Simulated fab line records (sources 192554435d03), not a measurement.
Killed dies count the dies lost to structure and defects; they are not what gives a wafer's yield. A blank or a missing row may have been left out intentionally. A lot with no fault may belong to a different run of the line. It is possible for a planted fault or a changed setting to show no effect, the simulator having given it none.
Which of the tools did it? :: flow n5 finfet :: 13 lots with 38 wafers sampled at 5 steps, on a route of 1938 steps

## WHAT EACH GAUGE READ, for each wafer
N5_WELL_APT_INSPECT_38: inspects for defects (darkfield). Usual: raw defect count 14, standard deviation 6.3.
lot: L559
measured: day 1 17:09
on: defect inspect-01
raw defect count: 33 18 22
flag: 

lot: L563
measured: day 2 16:40
on: defect inspect-01
raw defect count: 11 8 8
flag: 

lot: L564
measured: day 2 22:35
on: defect inspect-01
raw defect count: 32 15 21
flag: 

lot: L566
measured: day 3 11:04
on: defect inspect-01
raw defect count: 13 10 10
flag: 

lot: L568
measured: day 3 23:16
on: defect inspect-02
raw defect count: 12 20 24
flag: 

lot: L569
measured: day 4 04:50
on: defect inspect-01
raw defect count: 13 15 7
flag: 

lot: L570
measured: day 4 10:46
on: defect inspect-01
raw defect count: 6 14 10
flag: 

lot: L573
measured: day 5 05:13
on: defect inspect-01
raw defect count: 13 20 15
flag: 

lot: L575
measured: day 5 16:46
on: defect inspect-01
raw defect count: 6 10 10
flag: 

lot: L577
measured: day 6 05:15
on: defect inspect-01
raw defect count: 5 11
flag: 

lot: L578
measured: day 6 11:05
on: defect inspect-02
raw defect count: 17 8 6
flag: 

lot: L579
measured: day 6 17:19
on: defect inspect-01
raw defect count: 10 22 19
flag: 

lot: L580
measured: day 6 23:01
on: defect inspect-01
raw defect count: 11 8 13
flag: 

N5_PMOS_HMC_CHANNEL_EPI_CD_MEAS_09: target cd 237.4 nm. Usual: cd nm 237.7 nm, standard deviation 1.3.
lot: L559
measured: day 1 17:28
on: cd sem-02
cd nm (nm): 238.4 238.4 237.5
flag: 

lot: L563
measured: day 2 17:00
on: cd sem-02
cd nm (nm): 240.0 236.9 238.4
flag: 

lot: L564
measured: day 2 23:02
on: cd sem-02
cd nm (nm): 237.0 239.3 236.0
flag: 

lot: L566
measured: day 3 11:23
on: cd sem-03
cd nm (nm): 237.8 236.3 236.7
flag: 

lot: L568
measured: day 3 23:36
on: cd sem-02
cd nm (nm): 236.9 238.9 236.5
flag: 

lot: L569
measured: day 4 05:17
on: cd sem-01
cd nm (nm): 237.9 237.0 235.7
flag: 

lot: L570
measured: day 4 11:13
on: cd sem-02
cd nm (nm): 237.6 237.4 239.4
flag: 

lot: L573
measured: day 5 05:31
on: cd sem-01
cd nm (nm): 239.4 238.7 241.2
flag: 

lot: L575
measured: day 5 17:13
on: cd sem-01
cd nm (nm): 237.9 237.5 238.6
flag: 

lot: L577
measured: day 6 05:34
on: cd sem-01
cd nm (nm): 239.2 239.1
flag: 

lot: L578
measured: day 6 11:32
on: cd sem-01
cd nm (nm): 236.6 235.3 237.5
flag: 

lot: L579
measured: day 6 17:45
on: cd sem-02
cd nm (nm): 235.7 235.5 234.1
flag: 

lot: L580
measured: day 6 23:27
on: cd sem-02
cd nm (nm): 238.2 235.6 238.0
flag: 

N5_FIN_SAQP_OVL_MEAS_17. Usual: FIN_CORE_OVL gives -0.1 nm (standard deviation 0.79).
lot: L559
measured: day 1 22:10
on: overlay-01
FIN_CORE_OVL (nm): -0.8 -2.1 -0.3
flag: 

lot: L563
measured: day 2 22:17
on: overlay-01
FIN_CORE_OVL (nm): 0.8 1.4 0.2
flag: 

lot: L564
measured: day 3 03:42
on: overlay-01
FIN_CORE_OVL (nm): 0.1 -0.4 -0.6
flag: 

lot: L566
measured: day 3 16:31
on: overlay-01
FIN_CORE_OVL (nm): 0.1 0.4 0.5
flag: 

lot: L568
measured: day 4 05:39
on: overlay-02
FIN_CORE_OVL (nm): - - -
flag: OFF

lot: L569
measured: day 4 10:01
on: overlay-01
FIN_CORE_OVL (nm): - - -
flag: OFF

lot: L570
measured: day 4 16:01
on: overlay-01
FIN_CORE_OVL (nm): - - -
flag: OFF

lot: L573
measured: day 5 09:54
on: overlay-02
FIN_CORE_OVL (nm): 0.5 0.9 0.9
flag: 

lot: L575
measured: day 5 21:16
on: overlay-01
FIN_CORE_OVL (nm): -1.0 -0.9 0.7
flag: 

lot: L577
measured: day 6 10:41
on: overlay-01
FIN_CORE_OVL (nm): 0.4 -1.3
flag: 

lot: L578
measured: day 6 15:44
on: overlay-01
FIN_CORE_OVL (nm): 0.7 0.4 1.5
flag: 

lot: L579
measured: day 6 22:19
on: overlay-02
FIN_CORE_OVL (nm): 0.3 0.5 1.3
flag: 

lot: L580
measured: day 7 04:05
on: overlay-01
FIN_CORE_OVL (nm): -0.7 0.0 -1.1
flag: 

## TOOL THAT RAN EACH LOT (tool first, then ch and the chambers of the sampled wafers, then the start)
lot: L559
N5_WELL_APT_EPI_41: epi rpcvd-02 ch 0, day 1 16:31
N5_PMOS_HMC_CHANNEL_EPI_FIN_RECESS_16: rie si-05 ch 0,2,3, day 1 18:13

lot: L563
N5_WELL_APT_EPI_41: epi rpcvd-02 ch 0, day 2 15:58
N5_PMOS_HMC_CHANNEL_EPI_FIN_RECESS_16: rie si-04 ch 0,3, day 2 17:39

lot: L564
N5_WELL_APT_EPI_41: epi rpcvd-04 ch 0, day 2 21:58
N5_PMOS_HMC_CHANNEL_EPI_FIN_RECESS_16: rie si-04 ch 1,2, day 2 23:44

lot: L566
N5_WELL_APT_EPI_41: epi rpcvd-04 ch 0, day 3 10:26
N5_PMOS_HMC_CHANNEL_EPI_FIN_RECESS_16: rie si-06 ch 1,2,3, day 3 11:56

lot: L568
N5_WELL_APT_EPI_41: epi rpcvd-02 ch 0, day 3 22:26
N5_PMOS_HMC_CHANNEL_EPI_FIN_RECESS_16: rie si-04 ch 1,2,3, day 4 00:42

lot: L569
N5_WELL_APT_EPI_41: epi rpcvd-01 ch 0, day 4 04:24
N5_PMOS_HMC_CHANNEL_EPI_FIN_RECESS_16: rie si-05 ch 0,1,3, day 4 06:04

lot: L570
N5_WELL_APT_EPI_41: epi rpcvd-04 ch 0, day 4 10:08
N5_PMOS_HMC_CHANNEL_EPI_FIN_RECESS_16: rie si-05 ch 0,2,3, day 4 11:51

lot: L573
N5_WELL_APT_EPI_41: epi rpcvd-02 ch 0, day 5 04:22
N5_PMOS_HMC_CHANNEL_EPI_FIN_RECESS_16: rie si-04 ch 0,3, day 5 06:04

lot: L575
N5_WELL_APT_EPI_41: epi rpcvd-04 ch 0, day 5 16:20
N5_PMOS_HMC_CHANNEL_EPI_FIN_RECESS_16: rie si-04 ch 0,2, day 5 17:45

lot: L577
N5_WELL_APT_EPI_41: epi rpcvd-04 ch 0, day 6 04:43
N5_PMOS_HMC_CHANNEL_EPI_FIN_RECESS_16: rie si-04 ch 2, day 6 06:07

lot: L578
N5_WELL_APT_EPI_41: epi rpcvd-04 ch 0, day 6 10:39
N5_PMOS_HMC_CHANNEL_EPI_FIN_RECESS_16: rie si-05 ch 0,1,3, day 6 12:04

lot: L579
N5_WELL_APT_EPI_41: epi rpcvd-02 ch 0, day 6 16:45
N5_PMOS_HMC_CHANNEL_EPI_FIN_RECESS_16: rie si-05 ch 0,1,3, day 6 18:17

lot: L580
N5_WELL_APT_EPI_41: epi rpcvd-02 ch 0, day 6 22:28
N5_PMOS_HMC_CHANNEL_EPI_FIN_RECESS_16: rie si-06 ch 0,3, day 6 23:59
- N5_WELL_APT_EPI_41: deposits Si from SiH4/H2, target thk 50 nm, time 297.7 s.
- N5_PMOS_HMC_CHANNEL_EPI_FIN_RECESS_16: chemistry HBr/Cl2, target Si, target depth 54 nm, time 18 s.

## WHAT THE TOOLS THEMSELVES READ (means of the sampled wafers that have a number; where no wafer has one, the mark that the record gives instead)
N5_WELL_APT_EPI_41. Usual: throttle valve pct 11.9 %, standard deviation 0.42.
lot: L559
tool: epi rpcvd-02
throttle valve pct (%): 12.2
flag: 

lot: L563
tool: epi rpcvd-02
throttle valve pct (%): 12.0
flag: 

lot: L564
tool: epi rpcvd-04
throttle valve pct (%): 11.4
flag: 

lot: L566
tool: epi rpcvd-04
throttle valve pct (%): 11.5
flag: 

lot: L568
tool: epi rpcvd-02
throttle valve pct (%): 12.3
flag: 

lot: L569
tool: epi rpcvd-01
throttle valve pct (%): 11.7
flag: 

lot: L570
tool: epi rpcvd-04
throttle valve pct (%): 11.4
flag: 

lot: L573
tool: epi rpcvd-02
throttle valve pct (%): 12.3
flag: 

lot: L575
tool: epi rpcvd-04
throttle valve pct (%): 11.4
flag: 

lot: L577
tool: epi rpcvd-04
throttle valve pct (%): 11.4
flag: 

lot: L578
tool: epi rpcvd-04
throttle valve pct (%): 11.5
flag: 

lot: L579
tool: epi rpcvd-02
throttle valve pct (%): 12.2
flag: 

lot: L580
tool: epi rpcvd-02
throttle valve pct (%): 12.1
flag: 

N5_PMOS_HMC_CHANNEL_EPI_FIN_RECESS_16. Usual: HBr_flow_sccm 150.0 sccm, standard deviation 0.45; bias w 75.00 W, standard deviation 0.24; drypump motor current A 5.9 A, standard deviation 0.35; oes product au 0.999 a.u., standard deviation 0.016; throttle valve pct 35.4 %, standard deviation 0.35.
lot: L559
tool: rie si-05
HBr_flow_sccm (sccm): 150.4
bias w (W): 74.95
drypump motor current A (A): 5.8
oes product au (a.u.): 0.987
throttle valve pct (%): 35.7
flag: 

lot: L563
tool: rie si-04
HBr_flow_sccm (sccm): 150.1
bias w (W): 74.81
drypump motor current A (A): 5.6
oes product au (a.u.): 0.997
throttle valve pct (%): 35.6
flag: 

lot: L564
tool: rie si-04
HBr_flow_sccm (sccm): 150.2
bias w (W): 75.30
drypump motor current A (A): 5.9
oes product au (a.u.): 0.994
throttle valve pct (%): 35.1
flag: 

lot: L566
tool: rie si-06
HBr_flow_sccm (sccm): 150.1
bias w (W): 75.13
drypump motor current A (A): 6.2
oes product au (a.u.): 1.004
throttle valve pct (%): 35.0
flag: 

lot: L568
tool: rie si-04
HBr_flow_sccm (sccm): -
bias w (W): -
drypump motor current A (A): -
oes product au (a.u.): -
throttle valve pct (%): -
flag: OFF

lot: L569
tool: rie si-05
HBr_flow_sccm (sccm): -
bias w (W): -
drypump motor current A (A): -
oes product au (a.u.): -
throttle valve pct (%): -
flag: OFF

lot: L570
tool: rie si-05
HBr_flow_sccm (sccm): -
bias w (W): -
drypump motor current A (A): -
oes product au (a.u.): -
throttle valve pct (%): -
flag: OFF

lot: L573
tool: rie si-04
HBr_flow_sccm (sccm): 150.1
bias w (W): 74.94
drypump motor current A (A): 5.6
oes product au (a.u.): 1.007
throttle valve pct (%): 35.3
flag: 

lot: L575
tool: rie si-04
HBr_flow_sccm (sccm): 150.2
bias w (W): 74.95
drypump motor current A (A): 5.8
oes product au (a.u.): 0.998
throttle valve pct (%): 35.3
flag: 

lot: L577
tool: rie si-04
HBr_flow_sccm (sccm): 150.1
bias w (W): 74.76
drypump motor current A (A): 5.9
oes product au (a.u.): 1.002
throttle valve pct (%): 35.0
flag: 

lot: L578
tool: rie si-05
HBr_flow_sccm (sccm): 150.2
bias w (W): 74.93
drypump motor current A (A): 5.8
oes product au (a.u.): 0.986
throttle valve pct (%): 35.7
flag: 

lot: L579
tool: rie si-05
HBr_flow_sccm (sccm): 150.1
bias w (W): 75.01
drypump motor current A (A): 5.7
oes product au (a.u.): 0.983
throttle valve pct (%): 35.7
flag: 

lot: L580
tool: rie si-06
HBr_flow_sccm (sccm): 150.2
bias w (W): 75.20
drypump motor current A (A): 5.6
oes product au (a.u.): 1.025
throttle valve pct (%): 35.4
flag: 

## THE ANSWER, worked out from the rows above alone
Rule: take the mean of a lot's wafers that have a number; if it is more than 3 standard deviations from the usual mean, the lot is off. A lot without any number at a reading at which 4 lots or more have one is off too. The other lots that the step has rows for count as sound. First the gauges in route order, then the tools' own readings, where a lot's mean is used as printed above. The first step at which some lot is off is used, and at that step the reading that is off furthest; a lot without a number counts as furthest.
Off: L568, L569, L570, at N5_FIN_SAQP_OVL_MEAS_17 (FIN_CORE_OVL). Without a number there: L568, L569, L570.
A tool fits if, at a process step before that reading, it ran every lot that is off, and no sound lot after the first of them. Not tried: the gauges at N5_FIN_SAQP_OVL_MEAS_17; whatever is off there is also off at N5_PMOS_HMC_CHANNEL_EPI_FIN_RECESS_16, on other tools, and gauge error can't account for it. None of those tried fits.

## WHAT THE SIMULATOR HAD PUT IN
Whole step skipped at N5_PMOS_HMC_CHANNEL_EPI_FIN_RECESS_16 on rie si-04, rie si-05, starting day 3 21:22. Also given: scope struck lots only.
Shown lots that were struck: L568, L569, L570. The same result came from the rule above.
